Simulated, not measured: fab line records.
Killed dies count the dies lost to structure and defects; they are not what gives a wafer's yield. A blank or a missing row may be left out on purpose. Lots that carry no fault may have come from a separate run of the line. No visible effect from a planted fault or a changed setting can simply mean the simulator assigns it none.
fab line records | flow nand_harc
record: lots: 12 wafers: 36 last_day: 24
route steps=1159 shown HYBRID_BOND@1094 THIN_TSV@1103 END@1159
lots untouched by any fault: they come from a run of this same line in which no faults occurred
start_h: start of the lot's first displayed wafer, in hours after the record's first day | wait_h: hours from the lot's prior step to this one | " unchanged from the row above | L1.1+2: a row that stands for several wafers | - value missing, or start not given | * or withheld: withheld | < > ~ a bound
route shown NAME@n: a module of which the file shows steps, and the number in the route of the first | usual: average and standard deviation across the fault-free wafers | same: alike in all rows | chamber/n: place in a boat | sites: readings site by site | _std_site: standard deviation across them | _edge_site: outer sites' mean less inner sites' | radius_mm: for every site, how far away it sits from the centre of the wafer | mask NAME#n: copy n | behind: the tool/chamber that last shaped the wafer | hold: cause of the lot's hold/its duration in hours/its outcome | device: which transistor (n, p or np) failed to switch | end of line: the tests these same wafers got at the end of their route | step lacking rows: just its recipe | killed: at the first sort, the dies lost to defects and structure; wafer yield is something else | map: per-die view of a wafer (x killed, . not killed, _ where there is no die)
set.NAME: the setting as run; set.NAME@STEP: as run at that earlier step | model.NAME: the simulator's own value behind a step, which no gauge read
the route's steps for a sample of lots (tables are steps, rows are wafers)
services: when a tool's chamber went out of use (start_h, in hours from the record's first day, below 0 if earlier), for how many hours, and the reason
== steps ==
step: NHARC_HYBRID_BOND_ACTIVATE_00
recipe: time_s: 60 n2_flow_sccm: 200 ar_flow_sccm: 0 bias_power_w: 0 chemistry: N2
usual: drypump_motor_current_A: 5.6/0.52 n2_flow_sccm: 200.0/0.59 oes_product_au: 0.997/0.011 rf_vpp_V: 64.3/0.87 showerhead_plenum_p_Torr: 1.80/0.067
columns lot.wafer tool chamber start_h wait_h drypump_motor_current_A n2_flow_sccm oes_product_au rf_hours_counter_h rf_vpp_V showerhead_plenum_p_Torr
L364.4 rie_diel-11 1 417.29 0.1 5.3 200.9 1.002 5 64.3 1.71
L364.6 " 3 " " 5.8 199.5 1.019 - 65.2 1.84
L364.5 " 0 " " 6.3 199.0 0.995 - 64.5 1.83
L363.3 rie_diel-11 3 417.91 0.1 5.8 199.5 1.004 6 64.7 1.84
L363.1 " 0 " " 6.3 199.8 0.985 4 64.2 1.83
L363.6 " 1 " " 5.3 200.1 0.992 - 65.8 1.71
L365.4 rie_diel-11 2 420.10 0.1 4.9 199.3 0.985 6 64.5 1.82
L365.1 " 0 " " 6.3 199.9 0.988 4 63.5 1.83
L365.6 " 2 " " 4.9 200.1 0.984 - 65.1 1.82
L372.4 rie_diel-11 3 465.23 0.1 5.8 199.9 1.010 8 65.8 1.84
L372.2 " 1 " " 5.3 200.4 1.007 9 64.4 1.71
L372.6 " 2 " " 4.9 199.9 0.988 - 64.7 1.82
L371.2 rie_diel-11 2 470.93 0.1 4.9 200.6 0.982 9 62.9 1.82
L371.1 " 3 " " 5.8 200.2 1.016 9 65.3 1.84
L371.6 " 3 " " 5.8 200.3 1.014 - 64.7 1.84
L374.2 rie_diel-11 2 484.47 0.1 4.9 200.3 0.991 11 64.3 1.82
L374.1 " 0 " " 6.3 200.0 1.004 9 64.6 1.82
L374.5 " 2 " " 4.9 200.0 0.998 - 64.0 1.82
L379.4 rie_diel-13 1 508.39 0.1 6.0 199.5 1.013 16 62.5 1.64
L379.5 " 2 " " 5.9 200.2 0.968 - 64.3 1.87
L379.6 " 3 " " 5.2 199.8 1.000 - 63.8 1.72
L378.3 rie_diel-13 0 517.26 0.1 6.3 199.9 0.993 18 65.7 1.89
L378.1 " 3 " " 5.2 199.3 0.985 19 64.8 1.72
L378.6 " 0 " " 6.3 200.0 0.996 - 65.6 1.89
L381.3 rie_diel-11 0 526.46 0.1 6.3 199.7 0.997 13 65.5 1.82
L381.2 " 1 " " 5.3 200.2 1.011 14 63.3 1.70
L381.4 " 2 " " 4.9 199.9 0.995 14 63.7 1.82
L383.1 rie_diel-11 2 535.46 0.1 4.9 199.5 1.001 15 65.1 1.82
L383.3 " 0 " " 6.3 200.2 0.982 14 64.1 1.82
L383.6 " 2 " " 4.9 199.5 1.003 - 64.0 1.82
L384.2 rie_diel-11 2 540.26 0.1 4.9 200.7 0.988 15 64.2 1.82
L384.1 " 3 " " 5.8 199.0 1.015 16 63.8 1.84
L384.6 " 1 " " 5.3 200.0 1.003 - 64.8 1.70
L385.3 rie_diel-13 3 549.47 0.1 5.2 199.1 0.984 31 64.8 1.71
L385.4 " 0 " " 6.3 198.9 1.001 32 65.1 1.89
L385.6 " 0 " " 6.3 199.3 1.000 - 65.6 1.89
step: NHARC_THIN_TSV_THK_MEAS_02
recipe: thk_meas_gauge: ir
usual: thk_nm: 2961/200
columns lot.wafer tool chamber start_h wait_h thk_nm
L364.4 film_metro-01 - 427.85 0.2 2909
L364.5 " - " " 3043
L364.6 " - " " 2972
L365.1 film_metro-01 - 433.48 - 2883
L365.4 " - " " 2932
L365.6 " - " " 3093
L363.1 film_metro-02 - 434.68 - 2722
L363.3 " - " " 2878
L363.6 " - " " 2647
L372.2 film_metro-01 - 476.55 - 3298
L372.4 " - " " 3478
L372.6 " - " " 2903
L371.1 film_metro-01 - 489.32 - 3024
L371.2 " - " " 2755
L371.6 " - " " 2613
L374.1 film_metro-02 - 496.41 - 2950
L374.2 " - " " 2886
L374.5 " - " " 3143
L379.4 film_metro-01 - 520.95 - 2809
L379.5 " - " " 2926
L379.6 " - " " 2682
L378.1 film_metro-01 - 531.14 - 3090
L378.3 " - " " 2818
L378.6 " - " " 3046
L381.2 film_metro-01 - 540.41 - 2905
L381.3 " - " " 2975
L381.4 " - " " 2775
L383.1 film_metro-01 - 547.45 - 2764
L383.3 " - " " 2949
L383.6 " - " " 3255
L384.1 film_metro-02 - 553.05 - 3043
L384.2 " - " " 2894
L384.6 " - " " 2778
L385.3 film_metro-02 - 561.82 - 3047
L385.4 " - " " 2977
L385.6 " - " " 3186
step: NHARC_THIN_TSV_ETCHBACK_48
recipe: target_depth_a: 10285 over_etch_frac: 0.3 time_s: 405.17 ion_energy_ev: 250 c4f8_flow_sccm: withheld ar_flow_sccm: withheld rf_w: 600 bias_w: 300 chemistry: C4F8/Ar
usual: oes_product_au: 0.94/0.031 over_etch_frac: 0.3/0 rf_vpp_V: 547/3.6
columns lot.wafer tool chamber start_h wait_h oes_product_au over_etch_frac rf_hours_counter_h rf_vpp_V
L364.4 rie_diel-12 3 431.26 - 0.98 0.3 3 549
L364.6 " 0 " " 1.01 0.3 - 550
L364.5 " 1 " " 1.00 0.3 - 545
L365.1 rie_diel-12 1 436.80 - 0.94 0.3 3 546
L365.4 " 2 " " 0.91 0.3 3 551
L365.6 " 0 " " 0.94 0.3 - 550
L363.3 rie_diel-01 3 438.01 - 0.91 0.3 12 542
L363.1 " 0 " " 0.93 0.3 13 543
L363.6 " 2 " " 0.93 0.3 - 550
L372.2 rie_diel-12 2 479.86 - 0.91 0.27813 6 550
L372.4 " 3 " " 0.91 0.27813 6 548
L372.6 " 3 " " 0.93 0.27813 - 548
L371.2 rie_diel-03 1 492.48 - 0.92 0.3 7 543
L371.1 " 3 " " 0.94 0.3 8 551
L371.6 " 1 " " 0.92 0.3 - 543
L374.2 rie_diel-12 2 499.71 - 0.92 0.27813 7 550
L374.1 " 1 " " 0.92 0.27813 7 545
L374.5 " 2 " " 0.92 0.27813 - 550
L379.4 rie_diel-01 2 524.32 - 0.96 0.3 2 550
L379.6 " 2 " " 0.96 0.3 - 549
L379.5 " 3 " " 0.97 0.3 - 542
L378.3 rie_diel-03 3 534.67 - 0.94 0.3 12 551
L378.1 " 2 " " 0.95 0.3 11 549
L378.6 " 3 " " 0.95 0.3 - 552
L381.3 rie_diel-03 0 543.92 - 0.92 0.3 12 541
L381.2 " 1 " " 0.92 0.3 11 543
L381.4 " 3 " " 0.93 0.3 13 551
L383.3 rie_diel-01 2 550.76 - 0.93 0.3 5 550
L383.1 " 1 " " 0.91 0.3 6 543
L383.6 " 3 " " 0.92 0.3 - 544
L384.1 rie_diel-03 3 556.47 - 0.93 0.3 14 551
L384.2 " 0 " " 0.92 0.3 13 543
L384.6 " 3 " " 0.93 0.3 - 550
L385.3 rie_diel-01 2 565.25 - 0.93 0.3 7 549
L385.4 " 1 " " 0.93 0.3 8 545
L385.6 " 2 " " 0.94 0.3 - 549
step: NHARC_THIN_TSV_STRIP_62
recipe: power_w: 1500 temp_c: 250 time_s: 20 chemistry: N2/H2
usual: drypump_motor_current_A: 5.58/0.29 heater_power_w: 307/14
columns lot.wafer tool chamber start_h wait_h drypump_motor_current_A heater_power_w rf_hours_counter_h
L364.4 plasma_asher-02 1 431.55 - 5.66 315 -
L364.6 " 1 " " 5.68 302 -
L364.5 " 0 " " 5.96 281 -
L365.1 plasma_asher-01 0 437.12 - 5.21 325 49
L365.4 " 0 " " 5.18 315 -
L365.6 " 0 " " 5.18 323 -
L363.1 plasma_asher-02 1 438.38 - 5.66 316 24
L363.3 " 1 " " 5.67 301 -
L363.6 " 1 " " 5.67 305 -
L372.2 plasma_asher-01 0 480.25 - 5.20 307 5
L372.4 " 1 " " 5.69 315 -
L372.6 " 1 " " 5.70 308 -
L371.1 plasma_asher-02 1 492.91 - 5.63 303 43
L371.2 " 0 " " 5.95 273 43
L371.6 " 1 " " 5.66 307 -
L374.1 plasma_asher-02 0 500.07 - 5.95 283 46
L374.2 " 1 " " 5.65 315 46
L374.5 " 1 " " 5.65 315 -
L379.4 plasma_asher-01 1 524.75 - 5.69 320 -
L379.5 " 0 " " 5.17 302 -
L379.6 " 1 " " 5.69 319 -
L378.1 plasma_asher-02 0 535.05 - 5.95 271 59
L378.3 " 0 " " 5.95 285 -
L378.6 " 0 " " 5.97 280 -
L381.2 plasma_asher-01 0 544.28 - 5.18 302 26
L381.4 " 0 " " 5.19 311 -
L381.3 " 1 " " 5.70 316 -
L383.1 plasma_asher-02 0 551.14 - 6.00 291 2
L383.3 " 0 " " 5.99 281 -
L383.6 " 0 " " 5.97 293 -
L384.2 plasma_asher-01 0 556.83 - 5.19 310 32
L384.1 " 1 " " 5.69 323 32
L384.6 " 1 " " 5.68 318 -
L385.4 plasma_asher-01 0 565.65 - 5.15 302 -
L385.3 " 1 " " 5.68 320 -
L385.6 " 1 " " 5.68 318 -
step: NHARC_END_SORT_01
recipe: temp_c: 25
usual: defect_limited_yield: 95.3/1.5 killed_at_array: 28/10 killed_at_other: 0.6/1.1 killed_at_periphery: 3.6/2.6 killed_dies: 32/10 killed_open: 3.3/1.8 killed_short: 1.9/1.4 sort_bin_2_pct: 1.5/0.61 sort_bin_3_pct: 0.27/0.2 sort_bin_4_pct: 3.0/1 sort_n_pass: 645/10 sort_rim_yield_pct: 97.3/1.9 sort_yield_pct: 95.3/1.5
same: gross_dies: 677 sort_bin_5_pct[%]: 0 sort_bin_6_pct[%]: 0 sort_bin_7_pct[%]: 0 sort_bin_8_pct[%]: 0 sort_rim_n_gross: 106.00
columns lot.wafer tool chamber start_h wait_h defect_limited_yield[%] killed_at_array killed_at_other killed_at_periphery killed_dies killed_open killed_short sort_bin_2_pct[%] sort_bin_3_pct[%] sort_bin_4_pct[%] sort_n_pass sort_rim_yield_pct[%] sort_yield_pct[%]
L365.1 prober-02 0 449.36 2.5 94.5 30 0 7 37 5 2 2.1 0.15 3.2 640 98.1 94.5
L365.4 prober-02 0 451.79 3.4 96.5 21 0 3 24 2 2 0.9 0.15 2.5 653 98.1 96.5
L365.6 prober-02 0 453.41 4.1 96.2 22 1 3 26 4 2 1.5 0 2.4 651 96.2 96.2
L372.2 prober-01 0 493.32 2.8 97.8 12 0 3 15 3 1 0.7 0.30 1.2 662 99.1 97.8
L372.4 prober-01 0 494.91 3.4 95.6 27 3 0 30 6 2 2.1 0 2.4 647 94.3 95.6
L372.6 prober-01 0 496.50 4.0 96.6 16 3 4 23 3 4 0.9 0.30 2.2 654 98.1 96.6
L374.1 prober-02 0 513.74 2.5 95.0 31 1 2 34 2 1 1.6 0.30 3.1 643 99.1 95.0
L374.2 prober-02 0 514.55 2.8 96.2 24 0 2 26 2 1 2.1 0.30 1.5 651 100.0 96.2
L374.5 prober-02 0 516.97 3.7 96.5 21 0 3 24 3 2 1.0 0.15 2.4 653 99.1 96.5
L384.1 prober-02 0 571.33 2.5 91.7 41 0 15 56 1 3 1.6 0.59 6.1 621 98.1 91.7
L384.2 prober-02 0 572.13 2.8 91.7 50 0 6 56 3 2 3.0 0.59 4.7 621 92.5 91.7
L384.6 prober-02 0 575.31 4.0 93.2 38 0 8 46 1 4 2.4 0.44 4.0 631 94.3 93.2
L385.3 prober-01 0 579.27 3.1 96.5 20 0 4 24 6 4 1.5 0 2.1 653 98.1 96.5
L385.4 prober-01 0 580.07 3.4 97.0 17 0 3 20 3 1 0.6 0.15 2.2 657 97.2 97.0
L385.6 prober-01 0 581.66 4.0 96.6 17 1 5 23 3 2 0.9 0 2.5 654 97.2 96.6
killed by level:class
L365.1 A_CHANNEL_HOLE_D1:chamber_film_flake=14 A_STAIRCASE:chamber_film_flake=6 P_GATE:geometric_particle:open=3 A_WL_FILL:chamber_film_flake=3 P_GATE:chamber_film_flake=2 A_SLIT:chamber_film_flake=2 A_CONTACT:chamber_film_flake=2 P_GATE:geometric_particle:short=1
L365.4 A_CHANNEL_HOLE_D1:chamber_film_flake=12 A_STAIRCASE:chamber_film_flake=3 P_STI:chamber_film_flake=2 A_CONTACT:chamber_film_flake=2 P_CONTACT:geometric_particle:open=1 A_CONTACT:geometric_particle:open=1 A_BLC:geometric_particle:short=1 A_M0:geometric_particle:short=1
L365.6 A_CHANNEL_HOLE_D1:chamber_film_flake=12 P_GATE:chamber_film_flake=3 A_M0:geometric_particle:open=2 A_CONTACT:chamber_film_flake=2 A_WL_FILL:geometric_particle:short=1 A_CONTACT:geometric_particle:open=1 A_BONDPAD:geometric_particle:open=1 STARTING-WAFER:geometric_particle:short=1
L372.2 A_CONTACT:chamber_film_flake=4 A_ZERO_WELL:chamber_film_flake=3 A_CHANNEL_HOLE_D1:chamber_film_flake=2 P_GATE:geometric_particle:open=1 A_STAIRCASE:geometric_particle:open=1 A_WL_FILL:geometric_particle:short=1 A_CONTACT:geometric_particle:open=1 P_ZERO_WELL:chamber_film_flake=1
L372.4 A_CHANNEL_HOLE_D1:chamber_film_flake=5 A_CONTACT:chamber_film_flake=5 A_CONTACT:geometric_particle:open=3 A_ZERO_WELL:chamber_film_flake=3 A_STAIRCASE:chamber_film_flake=3 THIN_TSV:chamber_film_flake=3 A_ONON_D1:geometric_particle:short=1 A_CHANNEL_HOLE_D1:geometric_particle:open=1
L372.6 A_CONTACT:chamber_film_flake=5 A_CONTACT:geometric_particle:open=3 A_CHANNEL_HOLE_D1:chamber_film_flake=3 THIN_TSV:chamber_film_flake=3 P_GATE:chamber_film_flake=2 A_STAIRCASE:chamber_film_flake=2 P_STI:geometric_particle:short=1 A_CHANNEL_HOLE_D1:geometric_particle:short=1
L374.1 A_CHANNEL_HOLE_D1:chamber_film_flake=19 A_CHANNEL_FILL_D1:chamber_film_flake=3 A_WL_FILL:chamber_film_flake=3 A_CONTACT:chamber_film_flake=3 P_M0:geometric_particle:open=1 A_CHANNEL_FILL_D1:geometric_particle:short=1 A_M1:geometric_particle:open=1 P_GATE:chamber_film_flake=1
L374.2 A_CHANNEL_HOLE_D1:chamber_film_flake=13 A_STAIRCASE:chamber_film_flake=4 A_CHANNEL_FILL_D1:chamber_film_flake=2 A_CONTACT:chamber_film_flake=2 P_CONTACT:geometric_particle:short=1 A_WL_FILL:geometric_particle:open=1 A_BLC:geometric_particle:open=1 P_BONDPAD:chamber_film_flake=1
L374.5 A_CHANNEL_HOLE_D1:chamber_film_flake=15 P_GATE:chamber_film_flake=2 P_CONTACT:geometric_particle:short=1 A_ONON_D1:geometric_particle:short=1 A_WL_FILL:geometric_particle:open=1 A_CONTACT:geometric_particle:open=1 A_M0:geometric_particle:open=1 A_STAIRCASE:chamber_film_flake=1
L384.1 A_SLIT:chamber_film_flake=20 A_CHANNEL_HOLE_D1:chamber_film_flake=10 P_M2:chamber_film_flake=8 A_CONTACT:chamber_film_flake=5 P_GATE:chamber_film_flake=3 A_CHANNEL_FILL_D1:geometric_particle:short=2 P_ZERO_WELL:chamber_film_flake=2 A_STAIRCASE:chamber_film_flake=2
L384.2 A_CHANNEL_HOLE_D1:chamber_film_flake=18 A_SLIT:chamber_film_flake=16 A_CONTACT:chamber_film_flake=8 P_ZERO_WELL:chamber_film_flake=2 P_GATE:chamber_film_flake=2 P_M2:chamber_film_flake=2 A_STAIRCASE:chamber_film_flake=2 A_ONON_D1:geometric_particle:open=1
L384.6 A_SLIT:chamber_film_flake=20 A_CHANNEL_HOLE_D1:chamber_film_flake=8 A_CONTACT:chamber_film_flake=4 P_M2:chamber_film_flake=3 A_STAIRCASE:chamber_film_flake=3 P_GATE:chamber_film_flake=2 P_GATE:geometric_particle:short=1 P_M1:geometric_particle:open=1
L385.3 A_CHANNEL_HOLE_D1:chamber_film_flake=8 A_WL_FILL:geometric_particle:open=2 A_CONTACT:geometric_particle:open=2 A_CONTACT:geometric_particle:short=2 P_GATE:chamber_film_flake=2 A_CONTACT:chamber_film_flake=2 P_M0:geometric_particle:open=1 A_WL_FILL:geometric_particle:short=1
L385.4 A_CHANNEL_HOLE_D1:chamber_film_flake=11 A_ONON_D1:geometric_particle:short=1 A_STAIRCASE:geometric_particle:open=1 A_CONTACT:geometric_particle:open=1 A_M1:geometric_particle:open=1 P_ZERO_WELL:chamber_film_flake=1 P_STI:chamber_film_flake=1 P_GATE:chamber_film_flake=1
L385.6 A_CHANNEL_HOLE_D1:chamber_film_flake=8 P_GATE:chamber_film_flake=4 A_CONTACT:chamber_film_flake=3 A_ONON_D1:geometric_particle:open=1 A_CHANNEL_FILL_D1:geometric_particle:short=1 A_SLIT:geometric_particle:open=1 A_WL_FILL:geometric_particle:short=1 STARTING-WAFER:geometric_particle:open=1
== services ==
columns tool chamber start_h hours kind
rie_diel-11 0 400.00 - clean
rie_diel-11 1 400.00 - clean
rie_diel-11 2 400.00 - clean
rie_diel-11 3 400.00 - clean
rie_diel-11 0 424.50 - clean
rie_diel-11 1 424.50 - clean
rie_diel-11 2 424.50 - clean
rie_diel-11 3 424.50 - clean
rie_diel-12 - 433.03 2.9 repair
rie_diel-11 0 449.00 - clean
rie_diel-11 1 449.00 - clean
rie_diel-11 2 449.00 - clean
rie_diel-11 3 449.00 - clean
rie_diel-13 - 453.08 9.0 pm
plasma_asher-01 - 453.70 9.0 pm
rie_diel-11 0 473.51 - clean
rie_diel-11 2 488.15 10.6 repair
rie_diel-01 - 491.85 9.0 pm
rie_diel-03 1 500.00 7.3 repair
rie_diel-03 2 521.63 6.5 repair
plasma_asher-01 - 532.26 2.6 repair
plasma_asher-02 - 537.21 9.0 pm
rie_diel-11 - 543.50 9.0 pm
rie_diel-12 - 556.47 9.0 pm
== key ==
first_sign: step: NHARC_THIN_TSV_ETCHBACK_48 reading: over_etch_frac direction: down sigmas: 99+ usual: 0.3 struck: 0.27813
effect none on later readings
met_at NHARC_THIN_TSV_ETCHBACK_48
struck_lots L372,L374
not_acting_at NHARC_HYBRID_BOND_ACTIVATE_00,NHARC_THIN_TSV_THK_MEAS_02,NHARC_THIN_TSV_STRIP_62
onset_between 436.80 479.86
fault: kind: process_parameter_drift tool: rie_diel-12 chamber: - onset_h: 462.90 steps: NHARC_THIN_TSV_ETCHBACK_48 channel: over_etch_frac offset: -0.021874 shape: step end_h: 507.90 acts_in: these_recipes_only stated: 0.3
